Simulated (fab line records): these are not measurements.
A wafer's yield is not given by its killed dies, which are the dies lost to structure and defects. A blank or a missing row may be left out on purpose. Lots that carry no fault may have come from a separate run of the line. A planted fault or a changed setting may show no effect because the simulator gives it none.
A lot that was struck, set against a sound lot    flow nand_harc    15 steps out of a route of 1302
Sound: the wafers L595.2, L595.3, L595.4. Wafers L606.2, L606.3, L606.4 were the ones struck. At the end, the cause is stated.
Per side, at each step with rows, come the tool, then ch with its chambers, and then its first start. Under that, the readings that differ: sound wafers    struck wafers    difference of the means    sigmas: that difference in standard deviations of wafers without a fault.
alike: same words and numbers on both sides, and readings whose means sit less than 2 such deviations apart. not compared: any withheld reading, any reading some wafer has no value for, any bound like >300 that may hide the same value, and any number with overlapping values for which the record gives no deviation.
The two part at a step that has a row with sigmas, a row that says differs or no value, or rows on one side only. Numbers that don't overlap but have no deviation are shown without sigmas and don't part them. Lack of a reading on every wafer of one side parts them only where that side has two or more wafers.

NHARC_P_BONDPAD_CD_MEAS_09: target cd 500 nm.
  sound on cd_sem-01 ch 0, day 7 11:48; struck on cd_sem-03 ch 0, day 11 19:38
  alike: cd_nm
NHARC_P_BONDPAD_OVL_MEAS_38:
  struck on overlay-02, day 11 19:43; sound on overlay-02, day 7 11:53
  alike: overlay_x_nm, overlay_y_nm
then, 1 step without rows for these wafers: NHARC_P_BONDPAD_HARDBAKE_10 (time 65 s).
NHARC_P_BONDPAD_DESCUM_11: chemistry O2, time 3 s.
  sound on rie_diel-05 ch 0,1,3, day 7 12:01; struck on rie_diel-05 ch 1,2,3, day 11 19:50
reading                 sound        struck       difference  sigmas
rf_hours_counter_h (h)  3.5 4.1 4.6  0.7 0.6 0.6  -3.4        
  alike: drypump_motor_current_A, oes_product_au, rf_vpp_V, showerhead_plenum_p_Torr, throttle_valve_pct
then, 1 step without rows for these wafers: NHARC_P_BONDPAD_ETCH_37 (etches the open film in N2/H2, target depth 60 nm, overetch 18 nm, time 65.91 s).
NHARC_P_BONDPAD_ETCH_12: etches the open film in CHF3/O2, target depth 200 nm, time 100 s.
  sound on rie_diel-05 ch 0,1,2; struck on rie_diel-05 ch 0,2,3
reading                 sound        struck       difference  sigmas
rf_hours_counter_h (h)  4.0 4.1 4.6  0.7 0.7 0.7  -3.5        
  alike: drypump_motor_current_A, oes_product_au, rf_vpp_V, showerhead_plenum_p_Torr, throttle_valve_pct
NHARC_P_BONDPAD_CD_MEAS_13:
  struck on cd_sem-02, day 11 20:10; sound on cd_sem-01, day 7 12:20
  alike: cd_nm
NHARC_P_BONDPAD_STRIP_15: strips in O2.
  sound on rie_diel-12 ch 0,2,3, day 7 12:26; struck on rie_diel-10 ch 0,1,2, day 11 20:14
reading                 sound        struck       difference  sigmas
rf_hours_counter_h (h)  1.3 1.3 1.0  0.0 0.0 0.0  -1.2        
  alike: drypump_motor_current_A, oes_product_au, rf_vpp_V, showerhead_plenum_p_Torr, throttle_valve_pct
NHARC_P_BONDPAD_ETCH_24: etches the open film in CF4/N2, target depth 30 nm, time 72.99 s.
  sound on rie_diel-12 ch 1,2,3; struck on rie_diel-10 ch 0,1,2
reading                          sound           struck          difference  sigmas
rf_hours_counter_h (h)           1.0 1.3 1.2     0.1 0.0 0.1     -1.1        
showerhead_plenum_p_Torr (Torr)  2.74 2.66 2.78  2.58 2.46 2.45  -0.23       -2
  alike: drypump_motor_current_A, oes_product_au, rf_vpp_V, throttle_valve_pct
then, 1 step without rows for these wafers: NHARC_P_BONDPAD_STRIP_16 (strips in post etch residue remover, time 600 s).
NHARC_P_BONDPAD_DEGAS_25: time 60 s.
  struck on pvd_sputter-03, day 11 20:47; sound on pvd_sputter-01, day 7 12:58
  alike: heater_power_w
then, 1 step without rows for these wafers: NHARC_P_BONDPAD_PRE_CLEAN_26 (time 30 s).
NHARC_P_BONDPAD_PVD_17: deposits TaN, target thk 5 nm, time 8.06 s.
  struck on pvd_sputter-03, day 11 21:11; sound on pvd_sputter-01, day 7 13:05
  alike: chamber_pressure_pa, throttle_valve_pct
then, 1 step without rows for these wafers: NHARC_P_BONDPAD_PVD_27 (deposits Cu, target thk 30 nm, time 20.49 s).
-- record jumps: 18 days between struck wafers' starts before vs after; left off in module P_BONDPAD, resumes in module END, first step shown is number 1302 of the route --
NHARC_END_SORT_01:
  sound on prober-01 ch 0, day 26 17:19; struck on prober-01 ch 0, day 29 13:05
  alike: defect_limited_yield, killed_at_array, killed_at_other, killed_at_periphery, killed_dies, killed_open, killed_short, sort_bin_2_pct, sort_bin_3_pct, sort_bin_4_pct, sort_n_pass, sort_rim_yield_pct, sort_yield_pct

## WHERE THEY PART
At NHARC_P_BONDPAD_ETCH_24 and nowhere else, as far as this record goes. Later steps at which nothing parts them and some readings are alike: NHARC_P_BONDPAD_DEGAS_25, NHARC_P_BONDPAD_PVD_17, NHARC_END_SORT_01.

WHY: what the simulator had put in
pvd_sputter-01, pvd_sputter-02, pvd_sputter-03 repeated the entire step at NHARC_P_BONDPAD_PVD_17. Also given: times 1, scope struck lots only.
